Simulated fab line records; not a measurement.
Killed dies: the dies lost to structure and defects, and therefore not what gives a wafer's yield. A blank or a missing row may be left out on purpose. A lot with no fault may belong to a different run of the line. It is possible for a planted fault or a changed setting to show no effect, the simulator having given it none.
Split-lot experiment    flow n5 finfet    on a route of 1938 steps: 7 lots, 39 wafers read

SPLIT DETAILS
At N5_BEOL_M7_ALD_77 (deposits TaN, target thk 2 nm, pulse time 2 s, purge time 3 s), the setting ald cycles was moved away from the recipe's 40 on 15 of the 39 wafers read, by -45.0% to +52.5%. All remaining wafers had this setting at the recipe value.

The reading is taken at the split's own step.

THE READING
TaN_of_BEOL_M7_ALD_77.thk nm (the simulator's own value, which no gauge read), in nm, at N5_BEOL_M7_ALD_77 (deposits TaN, target thk 2 nm, pulse time 2 s, purge time 3 s). The file does not state a usual value for it.

wafer   tool, chamber at the split  ald cycles as run  against the recipe  TaN_of_BEOL_M7_ALD_77.thk nm, nm  against lot-mates on the recipe
L079.1  ald metal-03, 0,3,2         60                 +50.0%              3                                 +1.0
L079.3  ald metal-03, 0,3,2         60                 +50.0%              3                                 +1.0
L079.4  ald metal-03, 0,3,2         60                 +50.0%              3                                 +1.0
L079.2  ald metal-03, 1,1,0         40                 recipe              2                                 -
L079.5  ald metal-03, 1,1,0         40                 recipe              2                                 -
L079.6  ald metal-03, 1,1,0         40                 recipe              2                                 -
L081.1  ald metal-04, 0             22                 -45.0%              1.2                               -0.8
L081.2  ald metal-04, 2,3,1         40                 recipe              2                                 -
L081.3  ald metal-04, 2,3,1         40                 recipe              2                                 -
L081.4  ald metal-04, 2,3,1         40                 recipe              2                                 -
L081.5  ald metal-04, 0,1           22                 -45.0%              1                                 -1.0
L081.6  ald metal-04, 0,1           22                 -45.0%              1                                 -1.0
L080.1  ald metal-01, 3             30                 -25.0%              1.4                               -0.6
L080.5  ald metal-01, 3             30                 -25.0%              1.4                               -0.6
L080.2  ald metal-01, 1,0,2         40                 recipe              2                                 -
L080.3  ald metal-01, 1,0,2         40                 recipe              2                                 -
L080.4  ald metal-01, 1,0,2         40                 recipe              2                                 -
L080.6  ald metal-01, 0             30                 -25.0%              1.6                               -0.4
L091.1  ald metal-03, 3,0,0         40                 recipe              2                                 -
L091.3  ald metal-03, 3,0,0         40                 recipe              2                                 -
L091.5  ald metal-03, 3,0,0         40                 recipe              2                                 -
L087.1  ald metal-01, 2,3,0,1,2,3   40                 recipe              2                                 -
L087.2  ald metal-01, 2,3,0,1,2,3   40                 recipe              2                                 -
L087.3  ald metal-01, 2,3,0,1,2,3   40                 recipe              2                                 -
L087.4  ald metal-01, 2,3,0,1,2,3   40                 recipe              2                                 -
L087.5  ald metal-01, 2,3,0,1,2,3   40                 recipe              2                                 -
L087.6  ald metal-01, 2,3,0,1,2,3   40                 recipe              2                                 -
L092.1  ald metal-04, 1,3,3         40                 recipe              2                                 -
L092.2  ald metal-04, 1,3,3         40                 recipe              2                                 -
L092.6  ald metal-04, 1,3,3         40                 recipe              2                                 -
L092.3  ald metal-04, 2,0,2         61                 +52.5%              3                                 +1.0
L092.4  ald metal-04, 2,0,2         61                 +52.5%              3                                 +1.0
L092.5  ald metal-04, 2,0,2         61                 +52.5%              3                                 +1.0
L094.1  ald metal-01, 0,1,1         55                 +37.5%              2.8                               +0.8
L094.3  ald metal-01, 0,1,1         55                 +37.5%              2.8                               +0.8
L094.5  ald metal-01, 0,1,1         55                 +37.5%              2.8                               +0.8
L094.2  ald metal-01, 2,3,0         40                 recipe              2                                 -
L094.4  ald metal-01, 2,3,0         40                 recipe              2                                 -
L094.6  ald metal-01, 2,3,0         40                 recipe              2                                 -
If several chambers appear in one row, that row covers several wafers at once and the file leaves open which wafer was in which chamber.

FIT RESULTS
A straight line over all 39 wafers: TaN_of_BEOL_M7_ALD_77.thk nm changes by +0.0202 nm for each +1% of ald cycles; r = +1.00; the points scatter about the line by 0.044 nm.
The same after taking each lot's own level away (the mean of its wafers on the recipe; 39 wafers): +0.0202 nm for each +1%; r = +1.00; scatter 0.044 nm.
Per that fit: largest ald cycles move, reading shift of 1.1 nm.
The lots' own levels span 2.00 to 2.00 nm.
The two slopes agree, so the slope changes little with the lot-to-lot level.
Check: with one of the wafers moved furthest among these (+52.5%) left out of the fit, the line predicts +1.06 nm for it against its lot-mates. Against them it came out at +1 nm.

OTHER SPLITS ON THESE WAFERS
Note: prior to the reading, these wafers also went through further splits. Each is held against what the fit with the lots' levels taken away leaves over:
other split on the same wafers        wafers away from the commonest value  r with TaN_of_BEOL_M7_ALD_77.thk nm (lot level and that fit taken away)
N5_SD_EPI_N_EPI_21 epi growth time s  15                                    +0.00
N5_BEOL_M5_TRENCH_ETCH_37 time s      18                                    -0.17

FILE'S OWN FIT
TaN_of_BEOL_M7_ALD_77.thk nm changes by +0.0202 nm for each +1% of ald cycles, r = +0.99.
